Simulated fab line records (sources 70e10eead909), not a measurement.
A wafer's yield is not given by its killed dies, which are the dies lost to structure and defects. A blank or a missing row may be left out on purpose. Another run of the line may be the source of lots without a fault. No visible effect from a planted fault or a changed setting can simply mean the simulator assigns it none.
Which of the tools did it? || flow nand_harc || Sampling: 6 lots, 18 wafers, 6 of 1302 route steps

WHAT EACH GAUGE READ, for each wafer
NHARC_END_SORT_01.
{"lot": "L575", "measured": "day 27 22:27", "on": "prober-02", "killed_at_array": "673 676 673"}

EACH LOT AND THE TOOL THAT RAN IT (in order: tool; ch and the chambers of the sampled wafers; start)
{"lot": "L569", "NHARC_A_CHANNEL_HOLE_D2_ETCH_26": "har_etch-02 ch 0,1, day 13 17:58", "NHARC_A_CHANNEL_FILL_D2_ETCHBACK_20": "rie_diel-05 ch 1,2, day 14 18:05", "NHARC_A_CHANNEL_FILL_D2_ETCHBACK_08": "rie_diel-05 ch 1,2, day 15 17:24 or earlier", "NHARC_A_CHANNEL_FILL_D2_CVD_09": "lpcvd_poly-01 ch 0, day 15 17:24", "NHARC_A_CHANNEL_FILL_D2_CMP_10": "cmp-04 ch 0,3, day 15 20:38"}
{"lot": "L571", "NHARC_A_CHANNEL_HOLE_D2_ETCH_26": "har_etch-02 ch 0,1, day 15 04:07", "NHARC_A_CHANNEL_FILL_D2_ETCHBACK_20": "rie_diel-05 ch 0,2,3, day 16 08:47", "NHARC_A_CHANNEL_FILL_D2_ETCHBACK_08": "rie_diel-06 ch 0,3, day 17 04:45 or earlier", "NHARC_A_CHANNEL_FILL_D2_CVD_09": "lpcvd_poly-04 ch 0, day 17 04:45", "NHARC_A_CHANNEL_FILL_D2_CMP_10": "cmp-02 ch 0,1,2, day 17 08:01"}
{"lot": "L575", "NHARC_A_CHANNEL_HOLE_D2_ETCH_26": "har_etch-02 ch 0,1, day 16 13:41", "NHARC_A_CHANNEL_FILL_D2_ETCHBACK_20": "rie_diel-05 ch 0,1,3, day 17 17:11", "NHARC_A_CHANNEL_FILL_D2_ETCHBACK_08": "rie_diel-13 ch 0,1, day 18 15:23 or earlier", "NHARC_A_CHANNEL_FILL_D2_CVD_09": "lpcvd_poly-04, day 18 15:23", "NHARC_A_CHANNEL_FILL_D2_CMP_10": "cmp-02 ch 0,1,2, day 18 18:35"}
{"lot": "L581", "NHARC_A_CHANNEL_HOLE_D2_ETCH_26": "har_etch-02 ch 0,1, day 19 07:56", "NHARC_A_CHANNEL_FILL_D2_ETCHBACK_20": "rie_diel-06 ch 0,1, day 20 09:38", "NHARC_A_CHANNEL_FILL_D2_ETCHBACK_08": "rie_diel-06 ch 1,2,3, day 21 05:44 or earlier", "NHARC_A_CHANNEL_FILL_D2_CVD_09": "lpcvd_poly-01 ch 0, day 21 05:44", "NHARC_A_CHANNEL_FILL_D2_CMP_10": "cmp-02 ch 0,2,3, day 21 09:01"}
{"lot": "L586", "NHARC_A_CHANNEL_HOLE_D2_ETCH_26": "har_etch-01 ch 0,1, day 21 01:07", "NHARC_A_CHANNEL_FILL_D2_ETCHBACK_20": "rie_diel-13 ch 1,2,3, day 22 02:49", "NHARC_A_CHANNEL_FILL_D2_ETCHBACK_08": "rie_diel-06 ch 2,3, day 22 22:22 or earlier", "NHARC_A_CHANNEL_FILL_D2_CVD_09": "lpcvd_poly-04 ch 0, day 22 22:22", "NHARC_A_CHANNEL_FILL_D2_CMP_10": "cmp-04 ch 1,2,3, day 23 01:35"}
{"lot": "L590", "NHARC_A_CHANNEL_HOLE_D2_ETCH_26": "har_etch-01 ch 0,1, day 22 18:49", "NHARC_A_CHANNEL_FILL_D2_ETCHBACK_20": "rie_diel-05 ch 0,1,2, day 23 21:20", "NHARC_A_CHANNEL_FILL_D2_ETCHBACK_08": "rie_diel-13 ch 2,3, day 24 17:16 or earlier", "NHARC_A_CHANNEL_FILL_D2_CVD_09": "lpcvd_poly-04 ch 0, day 24 17:16", "NHARC_A_CHANNEL_FILL_D2_CMP_10": "cmp-01 ch 1,2,3, day 24 20:27"}
- NHARC_A_CHANNEL_HOLE_D2_ETCH_26: etches the open film in C4F8/O2/Ar, time 224.1 s, target depth 300 nm.
- NHARC_A_CHANNEL_FILL_D2_ETCHBACK_20: etches the open film in C4F8/O2/Ar, target depth 27 nm, time 13.5 s.
- NHARC_A_CHANNEL_FILL_D2_ETCHBACK_08: etches the open film in C4F8, target depth 220 nm, time 110 s.
- NHARC_A_CHANNEL_FILL_D2_CVD_09: deposits poly-Si, target thk 150 nm, time 3000 s.
- NHARC_A_CHANNEL_FILL_D2_CMP_10: polishes, target thk 150 nm.

THE ANSWER, worked out from the rows above alone
Rule: the lots themselves supply what counts as usual. Put in order of their means at a reading, lots are off if they are a third of the lots or fewer, leave a main group of 4 or more, and stand apart from it by a gap of 3 or more times the standard deviation of the main group's means; of several such gaps the widest counts. A main group is skipped when, at the precision printed for the reading in the tables above, its means are all equal. Also off: a lot with no number at a reading for which 4 or more lots have one. Any other lot the step has rows for is counted as sound.
Across all readings shown, no lot is off: no conclusion can be drawn from this.

WHAT THE SIMULATOR PUT IN
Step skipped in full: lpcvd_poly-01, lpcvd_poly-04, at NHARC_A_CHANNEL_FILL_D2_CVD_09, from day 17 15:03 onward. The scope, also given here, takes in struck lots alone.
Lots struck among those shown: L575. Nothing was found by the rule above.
